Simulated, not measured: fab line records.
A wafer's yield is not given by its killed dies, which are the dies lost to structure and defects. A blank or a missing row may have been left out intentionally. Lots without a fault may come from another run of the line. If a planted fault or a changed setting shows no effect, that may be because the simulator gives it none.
Matching of chambers | flow n5 finfet | N5_BEOL_M3_STRIP_36 on rie diel-02 has 4 sister chambers
The step strips in N2/H2. 14 wafers are shown with their chamber, then 7 later ones without.

## EACH WAFER AND ITS CHAMBER
wafer  | chamber | showerhead plenum p Torr (Torr) | oes product au (a.u.) | drypump motor current A (A)
L080.2 | 3       | 2.63                            | 0.73                  | 5.9
L080.3 | 0       | 2.52                            | 0.66                  | 5.8
L080.5 | 0       | 2.52                            | 0.67                  | 5.7
L081.1 | 3       | 2.63                            | 0.74                  | 5.9
L081.2 | 1       | 2.46                            | 0.77                  | 5.4
L081.5 | 3       | 2.63                            | 0.74                  | 5.9
L082.2 | 3       | 2.63                            | 0.73                  | 5.9
L082.5 | 1       | 2.46                            | 0.77                  | 5.4
L082.6 | 3       | 2.63                            | 0.73                  | 5.9
L086.3 | 1       | 2.45                            | 0.78                  | 5.4
L086.4 | 3       | 2.63                            | 0.73                  | 5.9
L086.5 | 1       | 2.45                            | 0.77                  | 5.4
L091.1 | 3       | 2.62                            | 0.73                  | 5.8
L091.2 | 2       | 2.30                            | 0.74                  | 5.6

SIGNATURES, as means of the wafers listed above
reading                  | chamber 0 | chamber 1 | chamber 2 | chamber 3 | scatter within a chamber
showerhead plenum p Torr | 2.5200    | 2.4550    | 2.3000    | 2.6286    | 0.00431
oes product au           | 0.6650    | 0.7725    | 0.7400    | 0.7329    | 0.00518
drypump motor current A  | 5.750     | 5.400     | 5.600     | 5.886     | 0.0368
Rule: for each reading, subtract the chamber's mean from the wafer's reading, divide by that reading's scatter and square the result; add these up over the readings and take the root, which gives the wafer's distance from the chamber. If the next closest chamber is less than 2 further off than the closest, the wafer can't be placed; otherwise it belongs to the closest. The scatter: take each reading less its chamber's mean, square it, sum over the shown wafers, divide by the number of wafers less the number of chambers, and take the root.

## WAFERS WITH NO CHAMBER GIVEN
wafer  | showerhead plenum p Torr (Torr) | oes product au (a.u.) | drypump motor current A (A)
L091.4 | 2.52                            | 0.98                  | 5.8
L094.2 | 2.51                            | 0.95                  | 5.8
L094.3 | 2.30                            | 0.74                  | 5.7
L094.4 | 2.62                            | 0.72                  | 5.9
L097.1 | 2.62                            | 0.72                  | 5.9
L097.2 | 2.30                            | 0.74                  | 5.6
L097.4 | 2.51                            | 0.94                  | 5.8

## WHICH CHAMBER EACH ONE RAN IN
wafer  | from the rows above | in truth
L091.4 | 1                   | 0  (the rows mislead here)
L094.2 | 1                   | 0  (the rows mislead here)
L094.3 | 2                   | 2
L094.4 | 3                   | 3
L097.1 | 3                   | 3
L097.2 | 2                   | 2
L097.4 | 1                   | 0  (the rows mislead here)
Correct placement for 4 of the 7. Can't be placed from these rows: 0. 3 placed wrongly.
